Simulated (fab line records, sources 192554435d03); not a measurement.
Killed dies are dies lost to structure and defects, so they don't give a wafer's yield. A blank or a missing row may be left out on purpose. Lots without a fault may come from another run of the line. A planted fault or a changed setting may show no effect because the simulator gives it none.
Split-lot experiment | flow n5_finfet | 7 lots, 21 wafers read, on a route of 1938 steps

THE SPLIT
At N5_BEOL_M12_TRENCH_ETCH_34 (etches SiOC in C4F8/O2/Ar, target depth 318.95 nm, time 125.5 s), the setting time_s was moved away from the recipe's 125.5 s on 6 of the 21 wafers read, by -19.0% to +6.1%. The other wafers ran this setting at the recipe's value.

FROM THE SPLIT TO THE READING: what the file shows between them, 8 steps
- N5_BEOL_M12_STRIP_70: strips in C4F8/O2/Ar
- N5_BEOL_M12_OCD_MEAS_35
- N5_BEOL_M12_SPUTTER_45: material Cu, target thk 80 nm, time 13.33 s (also split here: time_s)
- N5_BEOL_M12_ECD_47: material Cu, target thk 720 nm
- N5_BEOL_M12_ANNEAL_48: time 90 s
- N5_BEOL_M12_CMP_49: polishes, stops on SiOC, t overpolish 20.6 s, target thk 320 nm
- N5_BEOL_M12_PRE_CLEAN_52: time 15 s
- N5_BEOL_M12_DEP_53: deposits SiCN from 3MS/NH3, target thk 30 nm, time 10.5 s

THE READING
M12_RS, in ohm/sq, at N5_BEOL_M12_RS_MEAS_54 (measures by four-point-probe). Fault-free wafers of this fab line usually give 0.0604 ohm/sq, standard deviation 0.0009 ohm/sq.

wafer  | tool, chamber at the split | time_s as run, s | against the recipe | M12_RS, ohm/sq | against lot-mates on the recipe
L075.3 | rie_diel-05, 0             | 125.5            | recipe             | 0.0591         | -
L075.4 | rie_diel-05, 1             | 125.5            | recipe             | 0.0601         | -
L075.6 | rie_diel-05, 0             | 125.5            | recipe             | 0.0594         | -
L081.2 | rie_diel-02, 3             | 125.5            | recipe             | 0.0605         | -
L081.3 | rie_diel-02, 1             | 125.5            | recipe             | 0.0592         | -
L081.4 | rie_diel-02, 2             | 106              | -15.5%             | 0.0734         | +0.0136
L083.2 | rie_diel-05, 1             | 125.5            | recipe             | 0.0604         | -
L083.3 | rie_diel-05, 2             | 106.3            | -15.3%             | 0.0703         | +0.0106
L083.5 | rie_diel-05, 2             | 125.5            | recipe             | 0.0591         | -
L087.1 | rie_diel-06, 1             | 125.5            | recipe             | 0.0602         | -
L087.2 | rie_diel-06, 2             | 125.5            | recipe             | 0.0615         | -
L087.5 | rie_diel-06, 1             | 125.5            | recipe             | 0.0599         | -
L089.2 | rie_diel-05, 0             | 125.5            | recipe             | 0.0603         | -
L089.3 | rie_diel-05, 2             | 133.1            | +6.1%              | 0.0569         | -0.0034
L089.4 | rie_diel-05, 0             | 133.1            | +6.1%              | 0.0568         | -0.0035
L091.3 | rie_diel-02, 3             | 101.6            | -19.0%             | 0.0749         | +0.0142
L091.5 | rie_diel-02, 0             | 125.5            | recipe             | 0.0607         | -
L091.6 | rie_diel-02, 3             | 101.6            | -19.0%             | 0.0749         | +0.0142
L097.3 | rie_diel-02, 3             | 125.5            | recipe             | 0.0605         | -
L097.4 | rie_diel-02, 3             | 125.5            | recipe             | 0.0607         | -
L097.5 | rie_diel-02, 2             | 125.5            | recipe             | 0.0600         | -

THE FIT
A straight line over all 21 wafers: M12_RS changes by -0.000749 ohm/sq for each +1% of time_s; r = -0.99; the points scatter about the line by 0.00086 ohm/sq.
The same after taking each lot's own level away (the mean of its wafers on the recipe; 21 wafers): -0.000742 ohm/sq for each +1%; r = -0.99; scatter 0.00074 ohm/sq.
On that fit, the largest move of time_s shifts the reading by 0.014 ohm/sq.
The lots' own levels span 0.05953 to 0.06070 ohm/sq, that is 1.3 times the standard deviation above.
So the lot-to-lot level changes the slope little: the two slopes agree.
Check: with one of the wafers moved furthest among these (-19.0%) left out of the fit, the line predicts +0.0143 ohm/sq for it against its lot-mates. It came out at +0.0142 ohm/sq against them.

OTHER SPLITS ON THESE WAFERS
These wafers also went through other splits before the reading. Each is held against what the fit with the lots' levels taken away leaves over:
other split on the same wafers     | wafers away from the commonest value | r with M12_RS (lot level and that fit taken away)
N5_BEOL_M9_ALD_74 ald_cycles       | 8                                    | -0.15
N5_BEOL_M10_DESCUM_16 time_s       | 10                                   | -0.10
N5_BEOL_M11_HM_DEP_02 target_thk_a | 10                                   | -0.21
N5_BEOL_M12_SPUTTER_45 time_s      | 9                                    | -0.27

THE WHOLE CHAIN: every reading that the file lists as answering this split, in the file's order
step                       | what it does                                                    | reading                                                                       | change (the file's fit)               | r (the file's)
N5_BEOL_M12_TRENCH_ETCH_34 | etches SiOC in C4F8/O2/Ar, target depth 318.95 nm, time 125.5 s | etch.depth_nm (the simulator's own value, which no gauge read)                | +3.21 nm for each +1% of the setting  | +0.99
N5_BEOL_M12_OCD_MEAS_35    |                                                                 | trench_depth_nm                                                               | +3.22 nm for each +1% of the setting  | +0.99
N5_BEOL_M12_CMP_49         | polishes, stops on SiOC, t overpolish 20.6 s, target thk 320 nm | Cu_of_BEOL_M12_ECD_47.thk_nm (the simulator's own value, which no gauge read) | +3.19 nm for each +1% of the setting  | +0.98
N5_BEOL_M12_RS_MEAS_54     | measures by four-point-probe                                    | M12_RS                                                                        | -0.000759 for each +1% of the setting | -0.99

THE FILE'S OWN FIT
M12_RS changes by -0.000759 ohm/sq for each +1% of time_s, r = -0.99.
